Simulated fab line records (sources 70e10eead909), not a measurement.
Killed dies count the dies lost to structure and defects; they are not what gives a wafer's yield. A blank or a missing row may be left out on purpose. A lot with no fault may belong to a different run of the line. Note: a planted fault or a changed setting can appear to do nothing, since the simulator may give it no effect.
Matching of chambers | flow nand_harc | 3 sister chambers for NHARC_A_CONTACT_DEP_85 on pecvd-02
The step deposits SiON, target thk 50 nm. 6 wafers are shown with their chamber, then 11 later ones without.

== WAFERS, EACH WITH ITS CHAMBER ==
wafer  | chamber | heater_power_w (W) | rf_fwd_power_W (W)
L084.3 | 0       | 660                | 346.7
L084.4 | 1       | 730                | 348.9
L087.1 | 2       | 733                | 348.3
L087.5 | 0       | 675                | 348.7
L087.6 | 1       | 685                | 348.3
L088.1 | 2       | 648                | 348.6

== WAFERS WITHOUT THEIR CHAMBER ==
wafer  | heater_power_w (W) | rf_fwd_power_W (W)
L088.2 | 692                | 349.7
L088.4 | 688                | 346.0
L090.4 | 711                | 350.5
L090.5 | 807                | 348.2
L090.6 | 633                | 348.8
L094.1 | 803                | 350.2
L094.2 | 661                | 346.5
L094.3 | 768                | 348.5
L097.1 | 806                | 348.4
L097.4 | 718                | 348.4
L097.5 | 613                | 349.0

== WHICH CHAMBER EACH WENT THROUGH ==
wafer  | from the rows above          | in truth
L088.2 | can't be placed: 1 or 2 or 0 | 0
L088.4 | can't be placed: 0 or 2 or 1 | 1
L090.4 | can't be placed: 1 or 2 or 0 | 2
L090.5 | can't be placed: 1 or 2 or 0 | 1
L090.6 | can't be placed: 2 or 0 or 1 | 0
L094.1 | can't be placed: 1 or 2 or 0 | 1
L094.2 | can't be placed: 0 or 2 or 1 | 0
L094.3 | can't be placed: 1 or 2 or 0 | 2
L097.1 | can't be placed: 1 or 2 or 0 | 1
L097.4 | can't be placed: 1 or 2 or 0 | 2
L097.5 | can't be placed: 0 or 2 or 1 | 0
Correctly placed: 0 of 11. These rows do not allow placing 11 (true chamber among the candidates in 11). Wrongly placed: 0.
How it was worked out, from the rows above alone: a wafer's distance from a chamber is the root of the sum, over the readings, of the square of ((its reading less the chamber's mean) divided by the reading's scatter). If the next closest chamber is less than 2 further off than the closest, the wafer can't be placed; otherwise it belongs to the closest. The mean given for a chamber averages the wafers shown for that chamber. How the scatter is found: for the shown wafers, subtract from each reading the mean of its chamber, square and add these, divide the total by (wafers less chambers), then take the root.
